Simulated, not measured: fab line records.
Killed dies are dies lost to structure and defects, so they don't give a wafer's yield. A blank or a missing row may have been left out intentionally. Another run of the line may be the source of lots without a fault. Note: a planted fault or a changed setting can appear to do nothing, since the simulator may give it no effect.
fab line records	flow n5-finfet
[record] lots = 24	wafers = 72	last-day = 17
route steps=1938 shown BEOL_M14@1717 BEOL_M15@1773
lots untouched by any fault: they come from a run of this same line in which no faults occurred
start-h: start of the lot's first displayed wafer, in hours after the record's first day	wait-h: hours elapsed since this lot's preceding step	" as in the row above	L1.1+2: several wafers, shown together as one row	- value missing, or start not given	* or withheld: withheld	< > ~ a bound
route shown NAME@n: a module of which the file shows steps, and the number in the route of the first	usual: mean and standard deviation over wafers with no fault	same: alike in all rows	chamber/n: place in a boat	sites: per-site readings	_std_site: how widely they spread, as a standard deviation	_edge_site: the outer-site mean with the inner-site mean subtracted	radius-mm: how far each site lies from the wafer's centre	mask NAME#n: copy n	behind: the most recent tool/chamber to have shaped the wafer	hold: the reason the lot was held/the length of the hold in hours/how it ended	device: which transistor (n, p or np) failed to switch	end of line: the same wafers' tests at the end of the route	where a step has no rows: the recipe by itself	killed: the dies lost at the first sort to structure and to defects; this is not the yield of the wafer	map: shows each die of a wafer: x if killed, . if not, _ if none is there
set.NAME: the run value of the setting; set.NAME@STEP: its run value at that earlier step	model.NAME: the simulator's own value behind a step, which no gauge read
a sample of lots followed through the steps of the route, with each step as a table and each wafer as a row
services: a tool's chamber out of use, with start hour (start-h, from the record's first day; less than 0 if before it), hours out, and reason
[[steps]]
[step N5_BEOL_M14_THK_MEAS_01]
[recipe] reads = SiO2_of_BEOL_M14_ILD_DEP_00
[usual] M14_ILD_THK = 1117/14
lot.wafer	tool	chamber	start-h	wait-h	M14_ILD_THK[nm]
L075.2	film-metro-01	-	242.70	0.1	1114
L075.3	"	-	"	"	1114
L075.6	"	-	"	"	1115
L074.1	film-metro-02	-	255.45	0.1	1105
L074.2	"	-	"	"	1095
L074.6	"	-	"	"	1122
L076.1	film-metro-01	-	257.63	0.1	1123
L076.3	"	-	"	"	1137
L076.4	"	-	"	"	1132
L077.2	film-metro-01	-	273.69	0.2	1101
L077.3	"	-	"	"	1104
L077.6	"	-	"	"	1118
L078.1	film-metro-02	-	273.69	0.1	1087
L078.2	"	-	"	"	1104
L078.5	"	-	"	"	1127
L080.1	film-metro-02	-	273.88	0.1	1120
L080.2	"	-	"	"	1106
L080.6	"	-	"	"	1143
L079.1	film-metro-02	-	278.24	0.2	1102
L079.5	"	-	"	"	1103
L079.6	"	-	"	"	1103
L081.3	film-metro-02	-	281.56	0.1	1110
L081.4	"	-	"	"	1108
L081.5	"	-	"	"	1137
L082.1	film-metro-02	-	296.83	0.1	1106
L082.3	"	-	"	"	1118
L082.4	"	-	"	"	1156
L085.1	film-metro-02	-	311.40	0.1	1110
L085.3	"	-	"	"	1121
L085.6	"	-	"	"	1121
L084.2	film-metro-02	-	311.58	0.1	1120
L084.4	"	-	"	"	1144
L084.5	"	-	"	"	1110
L083.4	film-metro-02	-	311.96	0.0	1118
L083.5	"	-	"	"	1123
L083.6	"	-	"	"	1136
L086.2	film-metro-01	-	318.80	0.1	1120
L086.4	"	-	"	"	1130
L086.6	"	-	"	"	1134
L087.1	film-metro-01	-	320.67	0.1	1098
L087.3	"	-	"	"	1106
L087.6	"	-	"	"	1122
L088.1	film-metro-02	-	326.95	0.1	1096
L088.5	"	-	"	"	1124
L088.6	"	-	"	"	1107
L091.1	film-metro-01	-	347.70	0.1	1118
L091.2	"	-	"	"	1108
L091.4	"	-	"	"	1141
L089.3	film-metro-01	-	348.66	0.1	1111
L089.4	"	-	"	"	1125
L089.5	"	-	"	"	1114
L090.2	film-metro-01	-	352.95	0.1	1108
L090.5	"	-	"	"	1121
L090.6	"	-	"	"	1131
L093.3	film-metro-02	-	356.09	0.1	1114
L093.4	"	-	"	"	1108
L093.5	"	-	"	"	1135
L092.2	film-metro-01	-	364.64	0.1	1119
L092.3	"	-	"	"	1110
L092.4	"	-	"	"	1121
L095.4	film-metro-02	-	379.51	0.0	1125
L095.5	"	-	"	"	1128
L095.6	"	-	"	"	1143
L094.2	film-metro-02	-	379.96	0.1	1129
L094.3	"	-	"	"	1113
L094.5	"	-	"	"	1120
L096.2	film-metro-01	-	385.38	0.1	1095
L096.3	"	-	"	"	1108
L096.6	"	-	"	"	1124
L097.1	film-metro-02	-	388.38	0.2	1087
L097.3	"	-	"	"	1125
L097.4	"	-	"	"	1126
[step N5_BEOL_M14_CD_MEAS_10]
[recipe] target-cd-nm = 250	landing-energy-ev = 500	detector = se-inlens	polarity = opening
[usual] cd-nm = 250.2/1.8
lot.wafer	tool	chamber	start-h	wait-h	cd-nm
L075.2	cd-sem-03	0	243.13	-	249.2
L075.3	"	0	"	"	248.1
L075.6	"	0	"	"	250.2
L074.1	cd-sem-03	0	255.75	-	250.3
L074.2	"	0	"	"	250.5
L074.6	"	0	"	"	249.4
L076.1	cd-sem-03	0	258.06	-	251.8
L076.3	"	0	"	"	252.2
L076.4	"	0	"	"	250.0
L077.2	cd-sem-01	0	274.00	-	249.7
L077.3	"	0	"	"	252.0
L077.6	"	0	"	"	250.8
L078.1	cd-sem-02	0	274.16	-	250.5
L078.2	"	0	"	"	251.2
L078.5	"	0	"	"	253.9
L080.1	cd-sem-03	0	274.32	-	249.7
L080.2	"	0	"	"	248.5
L080.6	"	0	"	"	248.5
L079.1	cd-sem-02	0	278.55	-	249.8
L079.5	"	0	"	"	248.6
L079.6	"	0	"	"	249.5
L081.3	cd-sem-02	0	282.00	-	249.3
L081.4	"	0	"	"	251.7
L081.5	"	0	"	"	248.2
L082.1	cd-sem-02	0	297.14	-	249.2
L082.3	"	0	"	"	249.3
L082.4	"	0	"	"	246.0
L085.1	cd-sem-01	0	311.71	-	250.8
L085.3	"	0	"	"	251.0
L085.6	"	0	"	"	251.9
L084.2	cd-sem-02	0	312.01	-	253.4
L084.4	"	0	"	"	253.8
L084.5	"	0	"	"	250.1
L083.4	cd-sem-02	0	312.26	-	251.1
L083.5	"	0	"	"	251.5
L083.6	"	0	"	"	252.0
L086.2	cd-sem-01	0	319.11	-	252.7
L086.4	"	0	"	"	249.7
L086.6	"	0	"	"	251.9
L087.1	cd-sem-03	0	321.10	-	250.6
L087.3	"	0	"	"	248.3
L087.6	"	0	"	"	248.8
L088.1	cd-sem-02	0	327.26	-	250.5
L088.5	"	0	"	"	251.2
L088.6	"	0	"	"	252.4
L091.1	cd-sem-03	0	348.01	-	248.3
L091.2	"	0	"	"	250.3
L091.4	"	0	"	"	249.2
L089.3	cd-sem-01	0	348.97	-	249.3
L089.4	"	0	"	"	248.5
L089.5	"	0	"	"	248.3
L090.2	cd-sem-02	0	353.26	-	248.8
L090.5	"	0	"	"	249.1
L090.6	"	0	"	"	247.6
L093.3	cd-sem-03	0	356.52	-	253.0
L093.4	"	0	"	"	250.0
L093.5	"	0	"	"	253.2
L092.2	cd-sem-03	0	365.07	-	249.4
L092.3	"	0	"	"	252.2
L092.4	"	0	"	"	250.2
L095.4	cd-sem-01	0	379.94	-	251.6
L095.5	"	0	"	"	250.9
L095.6	"	0	"	"	250.8
L094.2	cd-sem-03	0	380.29	-	249.4
L094.3	"	0	"	"	249.6
L094.5	"	0	"	"	248.6
L096.2	cd-sem-03	0	385.69	-	252.6
L096.3	"	0	"	"	250.8
L096.6	"	0	"	"	249.1
L097.1	cd-sem-03	0	388.81	-	246.0
L097.3	"	0	"	"	248.7
L097.4	"	0	"	"	247.3
[step N5_BEOL_M14_VIA_ETCH_16]
[recipe] chemistry = C4F8/O2/Ar	target = SiO2	he-inner-torr = 15	he-outer-torr = 30	target-depth-a = 12313	time-s = withheld	ion-energy-ev = 800	pressure-mtorr = 20	source-w = 1905	bias-w = 2040	Ar_flow_sccm = 400	C4F8_flow_sccm = 16	O2_flow_sccm = 12	ends = cleared
[usual] C4F8_flow_sccm = 16.00/0.048	drypump-motor-current-A = 5.7/0.4	oes_o_777_au = 0.83/0.058	oes-product-au = 0.74/0.053	rf-vpp-V = 2223/43	showerhead-plenum-p-Torr = 3.47/0.091	throttle-valve-pct = 30.8/0.35
lot.wafer	tool	chamber	start-h	wait-h	C4F8_flow_sccm	drypump-motor-current-A	oes_o_777_au	oes-product-au	rf-vpp-V	showerhead-plenum-p-Torr	throttle-valve-pct
L075.2	rie-diel-03	3	243.31	0.0	15.92	5.7	0.81	0.75	2317	3.47	30.8
L075.3	"	1	"	"	15.99	5.6	0.91	0.79	2170	3.60	30.4
L075.6	"	2	"	"	16.04	5.5	0.87	0.78	2176	3.61	31.1
L074.1	rie-diel-03	3	255.93	0.0	15.98	5.7	0.81	0.74	2316	3.47	30.8
L074.2	"	2	"	"	15.95	5.5	0.86	0.78	2177	3.60	31.1
L074.6	"	2	"	"	15.99	5.5	0.87	0.78	2178	3.60	31.0
L076.1	rie-diel-02	3	258.24	0.0	15.96	4.9	0.79	0.71	2199	3.47	30.6
L076.3	"	0	"	"	16.01	6.4	0.86	0.79	2208	3.37	31.4
L076.4	"	2	"	"	16.04	5.6	0.98	0.90	2234	3.38	30.7
L077.2	rie-diel-02	2	274.20	0.0	15.97	5.6	0.95	0.87	2233	3.37	30.7
L077.3	"	3	"	"	15.95	4.9	0.79	0.70	2199	3.47	30.6
L077.6	"	0	"	"	15.99	6.4	0.86	0.79	2207	3.37	31.4
L078.1	rie-diel-06	2	274.39	0.0	16.03	5.1	0.83	0.74	2223	3.49	30.5
L078.2	"	3	"	"	15.96	5.8	0.80	0.73	2232	3.60	30.7
L078.5	"	1	"	"	15.94	6.1	0.80	0.68	2213	3.31	30.8
L080.1	rie-diel-02	0	274.55	0.0	16.00	6.5	0.85	0.78	2206	3.37	31.4
L080.2	"	3	"	"	16.01	4.9	0.79	0.70	2199	3.47	30.6
L080.6	"	2	"	"	15.99	5.6	0.96	0.88	2233	3.37	30.7
L079.1	rie-diel-03	2	278.73	0.0	16.07	5.5	0.85	0.77	2177	3.60	31.0
L079.5	"	1	"	"	15.96	5.7	0.91	0.78	2169	3.59	30.4
L079.6	"	0	"	"	15.99	6.2	0.76	0.71	2196	3.46	31.4
L081.3	rie-diel-03	1	282.17	0.0	16.01	5.6	0.90	0.77	2169	3.59	30.4
L081.4	"	0	"	"	15.96	6.2	0.76	0.70	2196	3.46	31.4
L081.5	"	1	"	"	16.06	5.7	0.90	0.78	2170	3.59	30.4
L082.1	rie-diel-02	3	297.32	0.0	16.03	4.9	0.78	0.69	2199	3.46	30.6
L082.3	"	2	"	"	15.95	5.6	0.93	0.85	2232	3.37	30.7
L082.4	"	1	"	"	16.05	5.7	0.88	0.81	2261	3.50	30.5
L085.1	rie-diel-02	3	311.88	0.0	15.97	4.9	0.78	0.69	2198	3.46	30.6
L085.3	"	1	"	"	15.99	5.7	0.87	0.80	2260	3.50	30.5
L085.6	"	3	"	"	15.96	4.9	0.78	0.70	2198	3.46	30.6
L084.2	rie-diel-06	3	312.18	0.0	16.07	5.8	0.79	0.72	2233	3.59	30.7
L084.4	"	2	"	"	15.99	5.1	0.81	0.73	2222	3.48	30.5
L084.5	"	3	"	"	16.08	5.8	0.78	0.73	2232	3.59	30.7
L083.4	rie-diel-03	3	312.51	0.0	16.05	5.6	0.79	0.72	2315	3.46	30.9
L083.5	"	0	"	"	15.97	6.1	0.75	0.70	2195	3.45	31.4
L083.6	"	1	"	"	15.99	5.7	0.88	0.76	2170	3.59	30.5
L086.2	rie-diel-03	1	319.37	0.0	16.03	5.6	0.87	0.77	2168	3.59	30.5
L086.4	"	2	"	"	16.02	5.5	0.84	0.76	2176	3.59	31.1
L086.6	"	3	"	"	16.03	5.6	0.79	0.72	2315	3.46	30.9
L087.1	rie-diel-02	1	321.27	0.0	16.00	5.7	0.87	0.79	2260	3.49	30.5
L087.3	"	0	"	"	15.96	6.5	0.83	0.76	2205	3.36	31.4
L087.6	"	2	"	"	16.02	5.6	0.91	0.83	2233	3.36	30.7
L088.1	rie-diel-06	1	327.43	0.0	16.07	6.1	0.78	0.67	2211	3.30	30.8
L088.5	"	2	"	"	16.03	5.2	0.81	0.72	2220	3.48	30.5
L088.6	"	1	"	"	16.09	6.1	0.78	0.67	2210	3.30	30.8
L091.1	rie-diel-06	3	348.72	0.0	16.01	5.8	0.77	0.71	2232	3.58	30.7
L091.2	"	1	"	"	15.89	6.1	0.77	0.67	2211	3.29	30.8
L091.4	"	0	"	"	16.06	6.1	0.76	0.70	2270	3.57	30.4
L089.3	rie-diel-03	1	350.27	0.0	16.04	5.6	0.86	0.74	2168	3.58	30.5
L089.4	"	2	"	"	16.03	5.5	0.82	0.74	2174	3.58	31.1
L089.5	"	1	"	"	16.01	5.7	0.85	0.74	2167	3.58	30.5
L090.2	rie-diel-03	2	354.34	0.0	15.96	5.5	0.83	0.73	2174	3.58	31.1
L090.5	"	1	"	"	16.05	5.7	0.86	0.74	2168	3.58	30.5
L090.6	"	2	"	"	16.02	5.5	0.82	0.73	2175	3.58	31.1
L093.3	rie-diel-03	0	356.69	0.0	16.06	6.2	0.74	0.68	2193	3.44	31.4
L093.4	"	2	"	"	16.00	5.5	0.82	0.73	2175	3.58	31.1
L093.5	"	3	"	"	15.98	5.6	0.76	0.71	2314	3.45	30.9
L092.2	rie-diel-02	3	365.25	0.0	15.99	4.9	0.77	0.68	2198	3.45	30.6
L092.3	"	1	"	"	15.99	5.7	0.85	0.79	2261	3.49	30.5
L092.4	"	0	"	"	16.04	6.5	0.83	0.75	2206	3.36	31.4
L095.4	rie-diel-06	3	380.12	0.0	15.99	5.8	0.77	0.71	2231	3.58	30.8
L095.5	"	1	"	"	15.98	6.1	0.76	0.66	2211	3.29	30.8
L095.6	"	0	"	"	16.00	6.2	0.76	0.69	2269	3.57	30.4
L094.2	rie-diel-03	3	380.52	0.0	15.99	5.7	0.76	0.69	2314	3.45	30.9
L094.3	"	2	"	"	15.99	5.5	0.81	0.73	2172	3.58	31.1
L094.5	"	0	"	"	16.05	6.1	0.73	0.68	2194	3.44	31.4
L096.2	rie-diel-02	3	386.23	0.0	15.98	4.9	0.76	0.67	2199	3.45	30.6
L096.3	"	1	"	"	15.98	5.7	0.85	0.77	2260	3.49	30.5
L096.6	"	1	"	"	16.00	5.7	0.85	0.78	2259	3.49	30.5
L097.1	rie-diel-02	0	389.14	0.0	16.08	6.4	0.82	0.75	2205	3.35	31.4
L097.3	"	3	"	"	16.00	4.9	0.76	0.67	2198	3.45	30.6
L097.4	"	2	"	"	15.94	5.6	0.90	0.81	2230	3.36	30.7
[step N5_BEOL_M14_ETCH_68]
[recipe] chemistry = N2/H2	target = SOC	mask-material = SiARC	source-w = 3000	bias-w = 350	temp-c = 40	time-s = 450	ion-energy-ev = 200	pressure-mtorr = 30	n2-flow-sccm = 200	h2-flow-sccm = 200
[usual] drypump-motor-current-A = 5.7/0.44	oes-product-au = 0.82/0.057	rf-vpp-V = 524.7/2.4	showerhead-plenum-p-Torr = 2.57/0.084	throttle-valve-pct = 17.68/0.27
lot.wafer	tool	chamber	start-h	wait-h	drypump-motor-current-A	oes-product-au	rf-hours-counter-h	rf-vpp-V	showerhead-plenum-p-Torr	throttle-valve-pct
L075.2	rie-diel-02	3	244.25	0.1	4.9	0.79	114	524.5	2.57	17.50
L075.3	"	1	"	"	5.7	0.94	8	526.1	2.59	17.33
L075.6	"	0	"	"	6.5	0.87	-	522.8	2.48	18.05
L074.1	rie-diel-06	2	257.19	0.1	5.1	0.83	58	524.3	2.59	17.48
L074.2	"	0	"	"	6.1	0.81	82	527.3	2.69	17.46
L074.6	"	0	"	"	6.2	0.82	-	528.1	2.69	17.45
L076.1	rie-diel-02	0	259.35	0.1	6.5	0.87	59	522.2	2.48	18.02
L076.3	"	1	"	"	5.7	0.92	14	525.6	2.59	17.36
L076.4	"	3	"	"	4.9	0.78	119	523.5	2.56	17.51
L077.2	rie-diel-06	0	275.34	0.1	6.1	0.81	90	529.3	2.69	17.48
L077.3	"	2	"	"	5.1	0.82	64	525.9	2.58	17.50
L077.6	"	2	"	"	5.1	0.81	-	525.4	2.58	17.49
L078.1	rie-diel-03	3	275.68	0.1	5.6	0.81	87	525.0	2.58	17.72
L078.2	"	1	"	"	5.7	0.87	49	528.1	2.68	17.46
L078.5	"	3	"	"	5.6	0.81	-	525.8	2.58	17.72
L080.1	rie-diel-02	0	275.74	0.1	6.4	0.86	65	520.7	2.48	18.04
L080.2	"	2	"	"	5.6	0.95	11	523.3	2.48	17.46
L080.6	"	1	"	"	5.7	0.91	-	525.0	2.59	17.36
L079.1	rie-diel-02	3	280.07	0.1	4.9	0.79	127	524.8	2.56	17.53
L079.5	"	0	"	"	6.5	0.87	-	521.9	2.48	18.06
L079.6	"	3	"	"	4.9	0.78	-	523.8	2.56	17.53
L081.3	rie-diel-02	1	283.24	0.1	5.7	0.91	23	524.5	2.59	17.36
L081.4	"	2	"	"	5.6	0.95	13	521.6	2.48	17.46
L081.5	"	2	"	"	5.6	0.95	-	522.4	2.48	17.47
L082.1	rie-diel-06	2	298.59	0.1	5.1	0.81	71	526.2	2.58	17.51
L082.3	"	1	"	"	6.1	0.75	143	520.8	2.42	17.65
L082.4	"	0	"	"	6.2	0.80	97	528.0	2.69	17.48
L085.1	rie-diel-06	2	313.01	0.1	5.1	0.81	76	523.8	2.58	17.52
L085.3	"	3	"	"	5.8	0.79	119	526.6	2.66	17.58
L085.6	"	2	"	"	5.1	0.81	-	522.7	2.58	17.50
L084.2	rie-diel-03	1	313.26	0.1	5.7	0.84	64	528.4	2.67	17.49
L084.4	"	2	"	"	5.5	0.84	84	527.9	2.69	18.14
L084.5	"	3	"	"	5.6	0.79	-	524.6	2.57	17.74
L083.4	rie-diel-02	2	313.53	0.1	5.6	0.91	24	521.6	2.47	17.49
L083.5	"	3	"	"	4.9	0.75	-	522.6	2.56	17.56
L083.6	"	2	"	"	5.6	0.91	-	523.7	2.47	17.51
L086.2	rie-diel-06	0	320.44	0.1	6.1	0.79	104	527.7	2.68	17.50
L086.4	"	2	"	"	5.1	0.80	78	524.1	2.58	17.51
L086.6	"	0	"	"	6.1	0.79	-	526.3	2.68	17.50
L087.1	rie-diel-02	3	322.22	0.1	4.9	0.76	140	526.1	2.55	17.57
L087.3	"	1	"	"	5.7	0.87	36	525.3	2.58	17.38
L087.6	"	0	"	"	6.4	0.85	-	523.4	2.47	18.08
L088.1	rie-diel-06	1	328.38	0.1	6.1	0.73	153	521.5	2.42	17.69
L088.5	"	3	"	"	5.8	0.79	-	527.2	2.66	17.59
L088.6	"	0	"	"	6.2	0.79	-	527.5	2.68	17.49
L091.1	rie-diel-03	3	350.98	0.1	5.7	0.78	118	523.9	2.56	17.78
L091.2	"	0	"	"	6.2	0.76	162	523.8	2.53	18.24
L091.4	"	1	"	"	5.6	0.83	80	528.4	2.67	17.51
L089.3	rie-diel-03	2	352.04	0.1	5.5	0.81	101	529.0	2.68	18.18
L089.4	"	1	"	"	5.6	0.82	81	527.5	2.67	17.51
L089.5	"	0	"	"	6.1	0.77	-	523.6	2.53	18.24
L090.2	rie-diel-03	2	355.29	0.1	5.5	0.81	103	526.6	2.68	18.17
L090.5	"	2	"	"	5.5	0.81	-	527.6	2.68	18.18
L090.6	"	3	"	"	5.6	0.77	-	524.1	2.56	17.80
L093.3	rie-diel-06	1	357.65	0.1	6.1	0.72	168	521.8	2.41	17.69
L093.4	"	0	"	"	6.1	0.77	121	527.1	2.67	17.52
L093.5	"	0	"	"	6.1	0.77	-	529.1	2.67	17.54
L092.2	rie-diel-06	1	366.33	0.1	6.1	0.72	170	522.3	2.41	17.74
L092.3	"	0	"	"	6.1	0.77	124	527.6	2.67	17.51
L092.4	"	3	"	"	5.8	0.77	141	528.0	2.65	17.62
L095.4	rie-diel-02	1	381.19	0.1	5.7	0.86	47	524.6	2.58	17.42
L095.5	"	2	"	"	5.6	0.89	-	521.9	2.47	17.51
L095.6	"	1	"	"	5.7	0.87	-	525.3	2.58	17.42
L094.2	rie-diel-03	1	381.68	0.1	5.7	0.81	91	527.2	2.66	17.54
L094.3	"	3	"	"	5.6	0.77	129	525.1	2.56	17.79
L094.5	"	3	"	"	5.6	0.77	-	523.4	2.56	17.79
L096.2	rie-diel-02	0	387.21	0.1	6.4	0.83	93	521.3	2.46	18.11
L096.3	"	3	"	"	4.9	0.74	155	524.9	2.55	17.59
L096.6	"	0	"	"	6.5	0.82	-	520.7	2.46	18.10
L097.1	rie-diel-06	1	390.24	0.1	6.1	0.72	179	520.6	2.41	17.73
L097.3	"	0	"	"	6.1	0.77	133	527.3	2.67	17.54
L097.4	"	0	"	"	6.2	0.77	-	527.6	2.67	17.54
[step N5_BEOL_M15_ILD_DEP_00]
[recipe] material = SiO2	target-thk-a = 16293	temp-c = 400	precursor = TEOS/O2	pressure-torr = 6.5	rf-w = 900	teos-flow-sccm = 161.4	gas = O2	flow-sccm = 2650	time-s = 346.1
[usual] chamber-pressure-Torr = 6.499/0.014	heater-power-w = 529/130	showerhead-plenum-p-Torr = 8.346/0.023	throttle-valve-pct = 18.3/0.89
lot.wafer	tool	chamber	start-h	wait-h	chamber-pressure-Torr	heater-power-w	showerhead-plenum-p-Torr	throttle-valve-pct
L075.2	pecvd-03	2	247.45	0.0	6.484	523	8.372	17.5
L075.3	"	0	"	"	6.509	560	8.333	19.5
L075.6	"	0	"	"	6.492	467	8.335	19.5
L074.1	pecvd-01	2	261.14	0.0	6.508	648	8.340	17.5
L074.2	"	1	"	"	6.492	387	8.356	19.4
L074.6	"	1	"	"	6.512	439	8.342	19.4
L076.1	pecvd-01	2	263.66	0.0	6.494	567	8.341	17.6
L076.3	"	0	"	"	6.490	726	8.368	17.2
L076.4	"	2	"	"	6.492	634	8.366	17.3
L077.2	pecvd-01	0	278.16	0.0	6.505	814	8.341	16.9
L077.3	"	1	"	"	6.481	343	8.340	19.4
L077.6	"	0	"	"	6.493	628	8.364	17.1
L078.1	pecvd-04	1	278.26	0.0	6.499	529	8.343	18.9
L078.2	"	0	"	"	6.476	619	8.326	18.3
L078.5	"	1	"	"	6.520	482	8.319	19.0
L080.1	pecvd-04	1	278.59	0.0	6.503	479	8.330	19.0
L080.2	"	0	"	"	6.489	477	8.305	18.7
L080.6	"	0	"	"	6.495	469	8.331	18.7
L079.1	pecvd-01	0	282.18	0.0	6.506	774	8.359	17.1
L079.5	"	0	"	"	6.496	631	8.356	17.4
L079.6	"	1	"	"	6.490	391	8.336	19.5
L081.3	pecvd-03	1	290.59	0.0	6.503	692	8.346	19.0
L081.4	"	2	"	"	6.486	542	8.388	17.7
L081.5	"	0	"	"	6.534	580	8.323	19.3
L082.1	pecvd-01	2	302.88	0.0	6.510	656	8.339	17.5
L082.3	"	1	"	"	6.477	370	8.355	19.3
L082.4	"	1	"	"	6.480	440	8.356	19.6
L085.1	pecvd-04	1	319.08	0.0	6.504	515	8.310	18.8
L085.3	"	0	"	"	6.510	599	8.315	18.4
L085.6	"	2	"	"	6.489	331	8.365	17.1
L084.2	pecvd-03	0	321.33	0.0	6.486	592	8.335	19.5
L084.4	"	1	"	"	6.481	685	8.353	19.3
L084.5	"	2	"	"	6.490	535	8.382	17.8
L083.4	pecvd-04	0	323.70	0.1	6.503	610	8.323	18.7
L083.5	"	1	"	"	6.511	497	8.339	18.8
L083.6	"	2	"	"	6.475	439	8.361	17.0
L086.2	pecvd-04	1	324.23	0.0	6.514	455	8.337	19.0
L086.4	"	2	"	"	6.501	343	8.378	17.1
L086.6	"	1	"	"	6.498	525	8.345	18.9
L087.1	pecvd-01	0	327.29	0.0	6.491	754	8.373	17.2
L087.3	"	1	"	"	6.499	385	8.348	19.4
L087.6	"	2	"	"	6.529	635	8.352	17.8
L088.1	pecvd-01	1	330.95	0.0	6.497	394	8.348	19.1
L088.5	"	2	"	"	6.486	509	8.369	17.6
L088.6	"	1	"	"	6.511	312	8.341	19.2
L091.1	pecvd-03	0	353.81	0.0	6.501	496	8.336	19.4
L091.2	"	1	"	"	6.506	568	8.325	19.0
L091.4	"	1	"	"	6.474	655	8.359	18.9
L089.3	pecvd-04	1	357.34	0.0	6.506	408	8.312	19.0
L089.4	"	2	"	"	6.522	337	8.345	17.2
L089.5	"	1	"	"	6.510	490	8.332	19.0
L090.2	pecvd-01	2	359.38	0.0	6.500	674	8.365	17.8
L090.5	"	0	"	"	6.502	638	8.337	17.2
L090.6	"	1	"	"	6.495	314	8.335	19.6
L093.3	pecvd-03	2	363.13	0.0	6.487	406	8.403	17.6
L093.4	"	1	"	"	6.491	684	8.348	19.2
L093.5	"	0	"	"	6.511	462	8.363	19.6
L092.2	pecvd-04	0	369.90	0.0	6.519	538	8.289	18.5
L092.3	"	2	"	"	6.484	364	8.379	17.4
L092.4	"	1	"	"	6.528	404	8.334	18.8
L095.4	pecvd-01	1	384.73	0.1	6.503	399	8.345	19.5
L095.5	"	0	"	"	6.497	819	8.338	17.3
L095.6	"	2	"	"	6.510	517	8.336	17.6
L094.2	pecvd-03	0	384.92	0.0	6.493	516	8.335	19.6
L094.3	"	0	"	"	6.510	602	8.336	19.6
L094.5	"	0	"	"	6.497	456	8.334	19.5
L096.2	pecvd-04	2	391.23	0.0	6.527	460	8.369	17.4
L096.3	"	0	"	"	6.499	610	8.322	18.5
L096.6	"	1	"	"	6.487	401	8.315	19.1
L097.1	pecvd-01	2	393.27	0.0	6.482	572	8.332	17.8
L097.3	"	0	"	"	6.498	724	8.339	17.2
L097.4	"	1	"	"	6.495	310	8.351	19.3
[step N5_BEOL_M15_THK_MEAS_01]
[recipe] reads = SiO2_of_BEOL_M15_ILD_DEP_00
[usual] M15_ILD_THK = 1639/27
lot.wafer	tool	chamber	start-h	wait-h	M15_ILD_THK[nm]
L075.2	film-metro-02	-	247.70	0.1	1596
L075.3	"	-	"	"	1580
L075.6	"	-	"	"	1632
L074.1	film-metro-01	-	261.39	0.1	1664
L074.2	"	-	"	"	1629
L074.6	"	-	"	"	1672
L076.1	film-metro-01	-	263.91	0.1	1668
L076.3	"	-	"	"	1604
L076.4	"	-	"	"	1691
L077.2	film-metro-02	-	278.41	0.1	1599
L077.3	"	-	"	"	1605
L077.6	"	-	"	"	1613
L078.1	film-metro-02	-	278.62	0.2	1583
L078.2	"	-	"	"	1646
L078.5	"	-	"	"	1617
L080.1	film-metro-02	-	278.95	0.2	1589
L080.2	"	-	"	"	1633
L080.6	"	-	"	"	1649
L079.1	film-metro-02	-	282.44	0.2	1620
L079.5	"	-	"	"	1667
L079.6	"	-	"	"	1645
L081.3	film-metro-01	-	290.84	0.1	1620
L081.4	"	-	"	"	1654
L081.5	"	-	"	"	1637
L082.1	film-metro-01	-	303.13	0.1	1672
L082.3	"	-	"	"	1637
L082.4	"	-	"	"	1680
L085.1	film-metro-02	-	319.33	0.1	1610
L085.3	"	-	"	"	1650
L085.6	"	-	"	"	1661
L084.2	film-metro-02	-	321.59	0.1	1580
L084.4	"	-	"	"	1651
L084.5	"	-	"	"	1629
L083.4	film-metro-01	-	323.84	0.0	1661
L083.5	"	-	"	"	1619
L083.6	"	-	"	"	1656
L086.2	film-metro-02	-	324.48	0.1	1611
L086.4	"	-	"	"	1667
L086.6	"	-	"	"	1638
L087.1	film-metro-01	-	327.54	0.1	1642
L087.3	"	-	"	"	1633
L087.6	"	-	"	"	1683
L088.1	film-metro-02	-	331.20	0.1	1648
L088.5	"	-	"	"	1684
L088.6	"	-	"	"	1659
L091.1	film-metro-01	-	354.06	0.1	1605
L091.2	"	-	"	"	1642
L091.4	"	-	"	"	1659
L089.3	film-metro-01	-	357.59	0.1	1629
L089.4	"	-	"	"	1640
L089.5	"	-	"	"	1625
L090.2	film-metro-01	-	359.63	0.1	1639
L090.5	"	-	"	"	1626
L090.6	"	-	"	"	1646
L093.3	film-metro-01	-	363.38	0.1	1616
L093.4	"	-	"	"	1653
L093.5	"	-	"	"	1626
L092.2	film-metro-02	-	370.15	0.1	1654
L092.3	"	-	"	"	1634
L092.4	"	-	"	"	1618
L095.4	film-metro-01	-	384.87	0.0	1647
L095.5	"	-	"	"	1667
L095.6	"	-	"	"	1656
L094.2	film-metro-02	-	385.28	0.3	1614
L094.3	"	-	"	"	1629
L094.5	"	-	"	"	1630
L096.2	film-metro-01	-	391.48	0.1	1592
L096.3	"	-	"	"	1627
L096.6	"	-	"	"	1623
L097.1	film-metro-01	-	393.52	0.1	1640
L097.3	"	-	"	"	1620
L097.4	"	-	"	"	1655
[[services]]
tool	chamber	start-h	hours	kind
rie-diel-02	2	220.79	6.6	repair
rie-diel-02	3	222.10	1.4	repair
rie-diel-02	2	227.67	-	clean
rie-diel-02	2	227.67	-	consumable-replace:focus-ring
rie-diel-02	2	227.67	19.5	scheduled-down
rie-diel-02	2	227.67	19.5	vent-cycle
pecvd-04	2	246.07	5.5	scheduled-down
rie-diel-03	2	246.73	2.6	repair
pecvd-04	2	251.58	-	clean
pecvd-04	2	251.58	-	consumable-replace:showerhead
pecvd-04	2	251.58	29.0	scheduled-down
pecvd-04	2	251.58	29.0	vent-cycle
pecvd-03	-	257.52	0.3	repair
rie-diel-06	-	307.32	2.8	pm
pecvd-01	-	318.31	6.0	pm
rie-diel-02	-	329.88	24.2	repair
pecvd-03	0	330.27	10.9	repair
pecvd-01	0	378.85	2.1	scheduled-down
pecvd-04	2	382.38	2.1	scheduled-down
pecvd-03	1	383.62	-	clean
pecvd-03	1	383.62	-	consumable-replace:showerhead
pecvd-03	1	383.62	29.0	scheduled-down
pecvd-03	1	383.62	29.0	vent-cycle
rie-diel-06	2	386.98	7.8	repair
[[key]]
fault none
